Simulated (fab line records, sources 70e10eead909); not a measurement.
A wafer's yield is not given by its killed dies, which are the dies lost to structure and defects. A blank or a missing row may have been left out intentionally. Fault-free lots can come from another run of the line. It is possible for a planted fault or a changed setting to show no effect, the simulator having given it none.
Chamber matching | flow nand_harc | NHARC_P_BONDPAD_CMP_32 on cmp-02: 4 sister chambers
The step polishes SiCN, target thk 200 nm. 4 wafers are shown with their chamber, then 7 later ones without.

== WAFERS PAIRED WITH THEIR CHAMBERS ==
wafer  | chamber | motor_current_A (A)
L085.1 | 3       | 11.0
L085.3 | 1       | 11.5
L085.2 | 0       | 12.8
L085.4 | 2       | 11.9

== WAFERS WITH NO CHAMBER GIVEN ==
wafer  | motor_current_A (A)
L085.6 | 11.6
L086.1 | 11.5
L086.4 | 11.5
L086.5 | 11.2
L088.1 | 11.5
L088.4 | 11.6
L088.5 | 11.9

== WHICH CHAMBER EACH ONE RAN IN ==
wafer  | from the rows above     | in truth
L085.6 | 1                       | 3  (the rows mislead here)
L086.1 | 1                       | 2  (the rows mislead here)
L086.4 | 1                       | 1
L086.5 | can't be placed: 3 or 1 | 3
L088.1 | 1                       | 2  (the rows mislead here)
L088.4 | 1                       | 1
L088.5 | 2                       | 2
3 of 7 placed correctly. These rows do not allow placing 1 (true chamber among the candidates in 1). 3 placed wrongly.
How it was worked out, from the rows above alone: a wafer's distance from a chamber is the root of the sum, over the readings, of the square of ((its reading less the chamber's mean) divided by the reading's scatter). The wafer belongs to the nearest chamber; if the next one is less than 2 further off, it can't be placed. The mean given for a chamber averages the wafers shown for that chamber. The scatter (one wafer shown for each chamber): square how far every hidden wafer sits from the nearest shown wafer, average those squares and take the square root.
